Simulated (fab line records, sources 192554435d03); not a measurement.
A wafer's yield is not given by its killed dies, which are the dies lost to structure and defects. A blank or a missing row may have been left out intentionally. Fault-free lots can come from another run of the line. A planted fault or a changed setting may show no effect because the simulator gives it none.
Which tool was responsible? ; flow n5 finfet ; 24 lots with 72 wafers sampled at 3 steps, on a route of 1938 steps

WHAT EACH GAUGE READ, for each wafer
N5_BEOL_M5_INSPECT_58: inspects for defects (darkfield). Usual: raw defect count at 76, with a standard deviation of 28.
lot;measured;on;raw defect count;flag
L074;day 8 12:24;defect inspect-01;71 66 62;
L075;day 9 05:54;defect inspect-01;71 73 72;
L076;day 9 13:58;defect inspect-02;72 39 53;
L077;day 9 22:02;defect inspect-01;55 67 58;
L078;day 10 03:29;defect inspect-01;71 131 92;
L079;day 10 10:15;defect inspect-02;55 54 50;
L080;day 10 20:27;defect inspect-01;51 74 66;
L081;day 10 23:52;defect inspect-02;31 77 45;
L083;day 11 02:29;defect inspect-01;50 66 100;
L082;day 11 07:45;defect inspect-02;96 89 135;
L084;day 11 09:23;defect inspect-02;74 62 64;
L085;day 11 21:12;defect inspect-02;125 208 115;
L086;day 11 23:56;defect inspect-01;86 64 34;
L088;day 12 16:11;defect inspect-01;79 81 49;
L087;day 13 00:08;defect inspect-01;72 79 112;
L089;day 13 01:49;defect inspect-01;74 95 88;
L091;day 13 06:21;defect inspect-01;71 59 62;
L090;day 13 06:18;defect inspect-02;39 89 46;
L092;day 14 07:16;defect inspect-01;60 67 77;
L093;day 14 09:38;defect inspect-01;39 55 60;
L094;day 14 10:19;defect inspect-01;150 158 124;
L095;day 14 13:53;defect inspect-01;68 56 83;
L096;day 14 15:38;defect inspect-02;103 104 96;
L097;day 15 13:35;defect inspect-01;59 47 73;

TOOL THAT RAN EACH LOT (tool first, then ch and the chambers of the sampled wafers, then the start)
lot;N5_BEOL_M5_SURFACE_TREAT_87;N5_BEOL_M5_SPUTTER_48
L074;pvd sputter-02, day 8 06:45;pvd sputter-02, day 8 06:58
L075;pvd sputter-01, day 9 00:07;pvd sputter-01, day 9 00:20
L076;pvd sputter-01, day 9 08:15;pvd sputter-01, day 9 08:31
L077;pvd sputter-02, day 9 16:11;pvd sputter-02, day 9 16:25
L078;pvd sputter-01, day 9 21:19;pvd sputter-02, day 9 21:44
L079;pvd sputter-01, day 10 04:30;pvd sputter-03, day 10 04:49
L080;pvd sputter-02, day 10 14:27;pvd sputter-03, day 10 14:44
L081;pvd sputter-02, day 10 18:09;pvd sputter-02, day 10 18:26
L083;pvd sputter-01, day 10 20:05;pvd sputter-03, day 10 20:26
L082;pvd sputter-02, day 11 01:57;pvd sputter-01, day 11 02:16
L084;pvd sputter-02, day 11 03:15;pvd sputter-02, day 11 03:39
L085;pvd sputter-03, day 11 14:44;pvd sputter-01, day 11 15:46
L086;pvd sputter-02, day 11 18:02;pvd sputter-02, day 11 18:21
L088;pvd sputter-01, day 12 10:26;pvd sputter-01, day 12 10:42
L087;pvd sputter-02, day 12 18:28;pvd sputter-03, day 12 18:41
L089;pvd sputter-03, day 12 18:35;pvd sputter-01, day 12 20:24
L091;pvd sputter-02, day 12 23:31;pvd sputter-02, day 12 23:55
L090;pvd sputter-03, day 12 23:47;pvd sputter-03, day 12 23:59
L092;pvd sputter-03, day 14 01:31;pvd sputter-02, day 14 01:50
L093;pvd sputter-01, day 14 03:41;pvd sputter-01, day 14 04:07
L094;pvd sputter-03, day 14 04:11;pvd sputter-03, day 14 04:47
L095;pvd sputter-02, day 14 07:48;pvd sputter-02, day 14 08:28
L096;pvd sputter-03, day 14 09:44;pvd sputter-01, day 14 10:13
L097;pvd sputter-01, day 15 07:13;pvd sputter-03, day 15 07:39
- N5_BEOL_M5_SURFACE_TREAT_87
- N5_BEOL_M5_SPUTTER_48: material Cu, target thk 15 nm, time 27.62 s.

WHAT THE TOOLS THEMSELVES READ (means of the sampled wafers that have a number; where no wafer has one, the mark that the record gives instead)
N5_BEOL_M5_SPUTTER_48. Usual: throttle valve pct at 29.9 %, with a standard deviation of 1.4.
lot;tool;throttle valve pct (%);flag
L074;pvd sputter-02;30.3;
L075;pvd sputter-01;29.7;
L076;pvd sputter-01;29.1;
L077;pvd sputter-02;30.9;
L078;pvd sputter-02;30.8;
L079;pvd sputter-03;29.0;
L080;pvd sputter-03;30.1;
L081;pvd sputter-02;30.9;
L083;pvd sputter-03;29.9;
L082;pvd sputter-01;29.4;
L084;pvd sputter-02;31.0;
L085;pvd sputter-01;28.5;
L086;pvd sputter-02;31.0;
L088;pvd sputter-01;28.9;
L087;pvd sputter-03;29.3;
L089;pvd sputter-01;28.7;
L091;pvd sputter-02;30.9;
L090;pvd sputter-03;31.1;
L092;pvd sputter-02;30.9;
L093;pvd sputter-01;29.9;
L094;pvd sputter-03;29.1;
L095;pvd sputter-02;30.9;
L096;pvd sputter-01;28.4;
L097;pvd sputter-03;30.0;

THE ANSWER, worked out from the rows above alone
Rule: a lot is off if the mean of its wafers that have a number lies more than 3 standard deviations from the usual mean. A lot without any number at a reading at which 4 lots or more have one is off too. Where the step has rows for the other lots, those lots are counted as sound. The gauges are gone through in route order, then the tools' own readings, and for those a lot's mean is taken as printed above. The first step at which some lot is off is used, and at that step the reading that is off furthest; a lot without a number counts as furthest.
Across all readings shown, no lot is off: no conclusion can be drawn from this.

WHAT THE SIMULATOR HAD PUT IN
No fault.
